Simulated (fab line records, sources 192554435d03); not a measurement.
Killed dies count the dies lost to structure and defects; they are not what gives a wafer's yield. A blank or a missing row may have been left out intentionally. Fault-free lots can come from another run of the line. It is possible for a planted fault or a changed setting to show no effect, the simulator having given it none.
fab line records	flow n5Finfet
record: lots: 7	wafers: 39
route steps=1938 shown BEOL_M8@1368 BEOL_M10@1470 BEOL_M11@1590 BEOL_M14@1751
startH: hours from the record's opening day to when the first of the lot's shown wafers began	waitH: hours from the lot's prior step to this one	" as in the row above	L1.1+2: one row covering several wafers at once	- no value present, or no start provided	* or withheld: withheld	< > ~ a bound
route shown NAME@n: NAME is a module with steps in the file, n the number in the route of the first one	usual: mean and standard deviation over wafers with no fault	same: alike in all rows	chamber/n: place in a boat	sites: each site's reading	_std_site: their standard deviation	_edge_site: inner sites' mean taken away from outer sites' mean	radiusMm: for every site, how far away it sits from the centre of the wafer	mask NAME#n: copy n	behind: the tool/chamber that last shaped the wafer	hold: what put the lot on hold/how long, in hours/how the hold closed	device: the transistor (n, p or np) that didn't switch	end of line: the same wafers' tests at the end of the route	a step without rows: its recipe alone	killed: dies lost to structure and defects at the first sort, not the wafer's yield	map: dies across one wafer; x = killed, . = not, _ = none there
set.NAME: the setting the step ran with; set.NAME@STEP: the setting that earlier step ran with	model.NAME: the simulator's own value behind a step, which no gauge read
lots run with intentionally changed settings; tables by step, rows by wafer
== steps ==
step: N5_BEOL_M8_DESCUM_33
recipe: chemistry: O2	timeS: 7	sourcePowerW: 50	biasPowerW: 20	pressureMtorr: 20	rfFrequencyHz: 2.712e+07	tempC: 40	resist: CAR-EUV	o2FlowSccm: 225
lot.wafer	tool	chamber	startH	waitH	set.timeS	model.CAR-EUV_of_BEOL_M8_COAT_22.thkNm
L078.1	rieDiel-02	1	215.65	0.2	7	26
L078.2+4	"	0,3	"	"	7	26.2
L080.1+4+5	rieDiel-03	1,3,1	224.10	0.0	7	26.2
L080.2+3	"	2,3	"	"	5.142	27
L080.6	"	2	"	"	5.142	27.2
L081.1+6	rieDiel-03	2	246.71	0.0	7	26.2
L081.2	"	0	"	"	7	26
L081.3+4+5	"	3,1,1	"	"	10.03	24.6
L084.1+3	rieDiel-03	0,1	259.15	0.2	4.076	27.6
L084.2+4+6	"	2,3,3	"	"	7	26.4
L084.5	"	2	"	"	4.076	27.8
L088.1+2	rieDiel-03	0,1	279.38	0.3	7	26
L088.3+4+5	"	2,3,3	"	"	4.432	27.4
L088.6	"	2	"	"	7	26.2
L094.1+5	rieDiel-02	2	318.22	0.4	7	26
L094.2+3+4+6	"	1,3,3,1	"	"	7	26.2
L093.1+3+4+5+6	rieDiel-03	3,0,1,3,0	319.32	0.1	7	26
L093.2	"	2	"	"	7	26.2
step: N5_BEOL_M8_ETCH_72
recipe: chemistry: N2/H2	target: underlayer	targetDepthA: 65	maskMaterial: CAR-EUV	timeS: 5.2	ionEnergyEv: 200	pressureMtorr: 30	sourceW: 840	biasW: 150	n2FlowSccm: 200	h2FlowSccm: 200	ends: cleared
lot.wafer	tool	chamber	startH	waitH	set.timeS@BEOL_M8_DESCUM_33	model.CAR-EUV_of_BEOL_M8_COAT_22.thkNm
L078.1+2+4	rieDiel-02	1,0,3	215.69	0.0	7	20.4
L080.1+4	rieDiel-03	1,3	224.13	0.0	7	20.4
L080.2+3	"	2,3	"	"	5.142	21.4
L080.5	"	1	"	"	7	20.6
L080.6	"	2	"	"	5.142	21.6
L081.1+6	rieDiel-03	2	246.75	0.0	7	20.6
L081.2	"	0	"	"	7	20.4
L081.3+4+5	"	3,1,1	"	"	10.03	19
L084.1+3	rieDiel-03	0,1	259.18	0.0	4.076	22
L084.2	"	2	"	"	7	20.8
L084.4+6	"	3	"	"	7	20.6
L084.5	"	2	"	"	4.076	22.2
L088.1+2	rieDiel-03	0,1	279.41	0.0	7	20.4
L088.3	"	2	"	"	4.432	21.8
L088.4+5	"	3	"	"	4.432	21.6
L088.6	"	2	"	"	7	20.6
L094.1	rieDiel-02	2	318.26	0.0	7	20.2
L094.2+3+4+5+6	"	1,3,3,2,1	"	"	7	20.4
L093.1+3+4+5+6	rieDiel-03	3,0,1,3,0	319.35	0.0	7	20.2
L093.2	"	2	"	"	7	20.4
step: N5_BEOL_M8_ETCH_65
recipe: chemistry: CF4	target: SiARC	targetDepthA: 156	maskMaterial: CAR-EUV	timeS: 26	ionEnergyEv: 80	pressureMtorr: 40	sourceW: 545	biasW: 36	Ar_flow_sccm: 100	cf4FlowSccm: 100	ends: cleared
lot.wafer	tool	chamber	startH	waitH	set.timeS@BEOL_M8_DESCUM_33	model.CAR-EUV_of_BEOL_M8_COAT_22.thkNm
L078.1+4	rieDiel-02	1,3	215.70	0.0	7	11.2
L078.2	"	0	"	"	7	11
L080.1+4+5	rieDiel-03	1,3,1	224.15	0.0	7	11.2
L080.2+3+6	"	2,3,2	"	"	5.142	12.2
L081.1	rieDiel-03	2	246.76	0.0	7	11.4
L081.2+6	"	0,2	"	"	7	11.2
L081.3+4+5	"	3,1,1	"	"	10.03	9.6
L084.1+3	rieDiel-03	0,1	259.20	0.0	4.076	12.8
L084.2	"	2	"	"	7	11.6
L084.4+6	"	3	"	"	7	11.4
L084.5	"	2	"	"	4.076	13
L088.1+2+6	rieDiel-03	0,1,2	279.43	0.0	7	11.2
L088.3	"	2	"	"	4.432	12.6
L088.4+5	"	3	"	"	4.432	12.4
L094.1	rieDiel-02	2	318.27	0.0	7	11
L094.2+3+4+5	"	1,3,3,2	"	"	7	11.2
L094.6	"	1	"	"	7	11.4
L093.1+2+4+5	rieDiel-03	3,2,1,3	319.37	0.0	7	11.2
L093.3+6	"	0	"	"	7	11
step: N5_BEOL_M10_ILD_DEP_00
recipe: material: SiCOH_lowk	targetThkA: 3085.1	tempC: 300	precursor: DEMS/porogen	pressureTorr: 5	rfW: 500	timeS: 58
lot.wafer	tool	chamber	startH	waitH	set.timeS	model.SiCOH_lowk_of_BEOL_M10_ILD_DEP_00.thkNm
L078.1	pecvd-03	0	229.46	0.0	58	309.6
L078.2	"	1	"	"	58	302.4
L078.4	"	1	"	"	58	308.6
L080.1	pecvd-04	1	239.05	0.0	58	298.2
L080.2	"	0	"	"	42.86	224.8
L080.3	"	2	"	"	42.86	222.6
L080.4	"	1	"	"	58	303.8
L080.5	"	2	"	"	42.86	230.4
L080.6	"	0	"	"	58	306.6
L081.1	pecvd-01	2	256.16	0.0	58	305.4
L081.2	"	1	"	"	58	303.8
L081.3	"	0	"	"	58	300.4
L081.4	"	1	"	"	58	312.6
L081.5	"	0	"	"	58	306.8
L081.6	"	2	"	"	58	309.2
L084.1	pecvd-04	2	271.81	0.1	58	311.4
L084.2	"	0	"	"	58	310
L084.3	"	1	"	"	58	304.8
L084.4	"	1	"	"	81.63	432.4
L084.5	"	0	"	"	81.63	436.2
L084.6	"	2	"	"	81.63	440
L088.1	pecvd-04	2	294.38	0.0	58	304.6
L088.2	"	1	"	"	58	300.8
L088.3	"	0	"	"	58	313.4
L088.4	"	2	"	"	58	313
L088.5	"	1	"	"	58	307.6
L088.6	"	0	"	"	58	313.6
L094.1	pecvd-03	2	328.82	0.0	58	306
L094.2	"	0	"	"	85.62	447.2
L094.3	"	1	"	"	85.62	442.6
L094.4	"	0	"	"	58	309.4
L094.5	"	1	"	"	85.62	450
L094.6	"	2	"	"	58	308
L093.1	pecvd-04	2	331.36	0.0	39.99	214
L093.2	"	1	"	"	58	302.8
L093.3	"	0	"	"	58	308.6
L093.4	"	0	"	"	39.99	218.4
L093.5	"	2	"	"	58	310
L093.6	"	1	"	"	39.99	205.6
step: N5_BEOL_M10_CURE_71
recipe: tempC: 385	timeS: 240	ambient: He/Ar	material: SiCOH_lowk
lot.wafer	tool	chamber	startH	waitH	set.timeS@BEOL_M10_ILD_DEP_00	model.SiCOH_lowk_of_BEOL_M10_ILD_DEP_00.thkNm
L078.1	uvCure-02	0	229.56	0.1	58	269
L078.2	"	0	"	"	58	262.6
L078.4	"	0	"	"	58	268
L080.1	uvCure-01	0	239.13	0.0	58	258.8
L080.2	"	0	"	"	42.86	194.2
L080.3	"	0	"	"	42.86	192.4
L080.4	"	0	"	"	58	264
L080.5	"	0	"	"	42.86	199.2
L080.6	"	0	"	"	58	266.2
L081.1	uvCure-01	2	256.23	0.0	58	265.2
L081.2	"	2	"	"	58	263.8
L081.3	"	2	"	"	58	260.8
L081.4	"	2	"	"	58	271.6
L081.5	"	2	"	"	58	266.6
L081.6	"	2	"	"	58	268.6
L084.1	uvCure-03	2	271.89	0.0	58	270.6
L084.2	"	2	"	"	58	269.4
L084.3	"	2	"	"	58	264.6
L084.4	"	2	"	"	81.63	378.2
L084.5	"	2	"	"	81.63	381.6
L084.6	"	2	"	"	81.63	385.2
L088.1	uvCure-02	0	294.46	0.0	58	264.4
L088.2	"	0	"	"	58	261.2
L088.3+6	"	0	"	"	58	272.4
L088.4	"	0	"	"	58	272
L088.5	"	0	"	"	58	267.2
L094.1	uvCure-01	1	328.90	0.0	58	265.8
L094.2	"	1	"	"	85.62	391.4
L094.3	"	1	"	"	85.62	387.4
L094.4	"	1	"	"	58	268.8
L094.5	"	1	"	"	85.62	394
L094.6	"	1	"	"	58	267.4
L093.1	uvCure-02	0	331.44	0.0	39.99	184.8
L093.2	"	0	"	"	58	263
L093.3	"	0	"	"	58	268
L093.4	"	0	"	"	39.99	188.6
L093.5	"	0	"	"	58	269.4
L093.6	"	0	"	"	39.99	177.4
step: N5_BEOL_M10_THK_MEAS_01
recipe: reads: SiCOH_lowk_of_BEOL_M10_ILD_DEP_00
usual: M10_ILD_THK: 267/3.8
lot.wafer	tool	chamber	startH	waitH	set.timeS@BEOL_M10_ILD_DEP_00	M10_ILD_THK[nm]
L078.1	filmMetro-02	-	230.08	0.4	58	269
L078.2	"	-	"	"	58	263
L078.4	"	-	"	"	58	268
L080.1	filmMetro-02	-	239.64	0.4	58	259
L080.2	"	-	"	"	42.86	194
L080.3	"	-	"	"	42.86	192
L080.4	"	-	"	"	58	264
L080.5	"	-	"	"	42.86	199
L080.6	"	-	"	"	58	266
L081.1	filmMetro-01	-	256.75	0.4	58	265
L081.2	"	-	"	"	58	264
L081.3	"	-	"	"	58	261
L081.4	"	-	"	"	58	271
L081.5	"	-	"	"	58	266
L081.6	"	-	"	"	58	268
L084.1	filmMetro-01	-	272.40	0.4	58	270
L084.2	"	-	"	"	58	269
L084.3	"	-	"	"	58	265
L084.4	"	-	"	"	81.63	378
L084.5	"	-	"	"	81.63	382
L084.6	"	-	"	"	81.63	385
L088.1	filmMetro-02	-	294.97	0.4	58	264
L088.2	"	-	"	"	58	261
L088.3	"	-	"	"	58	272
L088.4	"	-	"	"	58	272
L088.5	"	-	"	"	58	267
L088.6	"	-	"	"	58	273
L094.1	filmMetro-01	-	329.41	0.4	58	266
L094.2	"	-	"	"	85.62	391
L094.3	"	-	"	"	85.62	387
L094.4	"	-	"	"	58	269
L094.5	"	-	"	"	85.62	394
L094.6	"	-	"	"	58	267
L093.1	filmMetro-01	-	331.95	0.4	39.99	185
L093.2	"	-	"	"	58	263
L093.3	"	-	"	"	58	268
L093.4	"	-	"	"	39.99	188
L093.5	"	-	"	"	58	269
L093.6	"	-	"	"	39.99	177
step: N5_BEOL_M11_ALD_74
recipe: material: TaN	targetThkA: 20	tempC: 275	aldPrecursorFamily: PDMAT	aldCoReactant: NH3	pressureTorr: 3	carrierFlowSccm: 1500	pulseTimeS: 2	purgeTimeS: 3	coReactantPurgeTimeS: 2	coReactantPulseTimeS: 3	aldCycles: 40	precursorVesselTempC: 75	precursorVesselPressureTorr: 26.25	precursorVesselCarrierSccm: 1000
lot.wafer	tool	chamber	startH	waitH	set.aldCycles	model.TaN_of_BEOL_M11_ALD_74.thkNm
L078.1+2+4	aldMetal-03	3,0,2	245.81	0.0	40	2
L080.1+5+6	aldMetal-03	3,2,0	257.33	0.0	40	2
L080.2+3+4	"	2,0,3	"	"	22	1
L081.1+2+4	aldMetal-03	0,2,1	269.88	0.0	40	2
L081.3+5+6	"	3,2,3	"	"	23	1.2
L084.1+2+3+4+5+6	aldMetal-01	3,1,0,2,2,1	287.48	0.1	40	2
L088.1+2+3	aldMetal-01	1,0,2	312.62	0.0	28	1.4
L088.4+5+6	"	3,0,1	"	"	40	2
L094.1+3+5	aldMetal-03	0,3,2	342.79	0.1	53	2.6
L094.2+4+6	"	1,2,3	"	"	40	2
L093.1+3+4	aldMetal-04	1,2,3	343.84	0.4	21	1
L093.2+5+6	"	0,1,2	"	"	40	2
step: N5_BEOL_M14_ETCH_68
recipe: chemistry: N2/H2	target: SOC	maskMaterial: SiARC	sourceW: 3000	biasW: 350	tempC: 40	timeS: 450	ionEnergyEv: 200	pressureMtorr: 30	n2FlowSccm: 200	h2FlowSccm: 200
lot.wafer	tool	chamber	startH	waitH	set.targetDepthA	model.SiARC_of_BEOL_M14_COAT_66.thkNm
L078.1	rieDiel-02	1	263.07	0.1	9000	65.6
L078.2	"	0	"	"	9000	67.6
L078.4	"	3	"	"	9000	64
L080.1	rieDiel-02	0	273.75	0.1	9000	66.8
L080.2+6	"	2	"	"	13920	41.6
L080.3	"	3	"	"	9000	64.6
L080.4	"	1	"	"	9000	65.4
L080.5	"	3	"	"	13920	40.4
L081.1+6	rieDiel-03	0	282.25	0.1	9000	65.2
L081.2	"	2	"	"	5653	81.8
L081.3	"	3	"	"	5653	81.4
L081.4	"	1	"	"	5653	82.4
L081.5	"	1	"	"	9000	66.6
L084.1	rieDiel-02	3	303.77	0.1	4504	87
L084.2+4	"	2,3	"	"	9000	64.6
L084.3	"	1	"	"	9000	65.6
L084.5	"	2	"	"	4504	86.8
L084.6	"	1	"	"	4504	87.6
L088.1	rieDiel-06	1	330.14	0.1	9000	65.6
L088.2	"	2	"	"	4154	89
L088.3	"	3	"	"	9000	65.4
L088.4	"	0	"	"	4154	90.2
L088.5	"	3	"	"	9000	65
L088.6	"	2	"	"	4154	89.2
L094.1+3	rieDiel-06	1,3	357.10	0.1	9000	65.4
L094.2+5+6	"	2,3,2	"	"	9000	65.2
L094.4	"	0	"	"	9000	66.2
L093.1	rieDiel-06	0	358.45	0.1	9000	66.6
L093.2	"	1	"	"	9000	65.8
L093.3	"	3	"	"	9000	65.2
L093.4+6	"	2	"	"	9000	65.4
L093.5	"	3	"	"	9000	64.8
== key ==
split: step: N5_BEOL_M8_DESCUM_33	setting: timeS	stated: 7	by: wafer
response: step: N5_BEOL_M8_DESCUM_33	reading: model.CAR-EUV_of_BEOL_M8_COAT_22.thkNm	change: -0.0337	per: 1%	r: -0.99
response: step: N5_BEOL_M8_ETCH_72	reading: model.CAR-EUV_of_BEOL_M8_COAT_22.thkNm	change: -0.0345	per: 1%	r: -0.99
response: step: N5_BEOL_M8_ETCH_65	reading: model.CAR-EUV_of_BEOL_M8_COAT_22.thkNm	change: -0.0359	per: 1%	r: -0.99
split: step: N5_BEOL_M10_ILD_DEP_00	setting: timeS	stated: 58	by: wafer
response: step: N5_BEOL_M10_ILD_DEP_00	reading: model.SiCOH_lowk_of_BEOL_M10_ILD_DEP_00.thkNm	change: +3	per: 1%	r: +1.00
response: step: N5_BEOL_M10_CURE_71	reading: model.SiCOH_lowk_of_BEOL_M10_ILD_DEP_00.thkNm	change: +2.67	per: 1%	r: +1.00
response: step: N5_BEOL_M10_THK_MEAS_01	reading: M10_ILD_THK	change: +2.66	per: 1%	r: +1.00
split: step: N5_BEOL_M11_ALD_74	setting: aldCycles	stated: 40	by: wafer
response: step: N5_BEOL_M11_ALD_74	reading: model.TaN_of_BEOL_M11_ALD_74.thkNm	change: +0.0204	per: 1%	r: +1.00
split: step: N5_BEOL_M14_ETCH_68	setting: targetDepthA	stated: 9000	by: wafer
response: step: N5_BEOL_M14_ETCH_68	reading: model.SiARC_of_BEOL_M14_COAT_66.thkNm	change: -0.445	per: 1%	r: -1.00
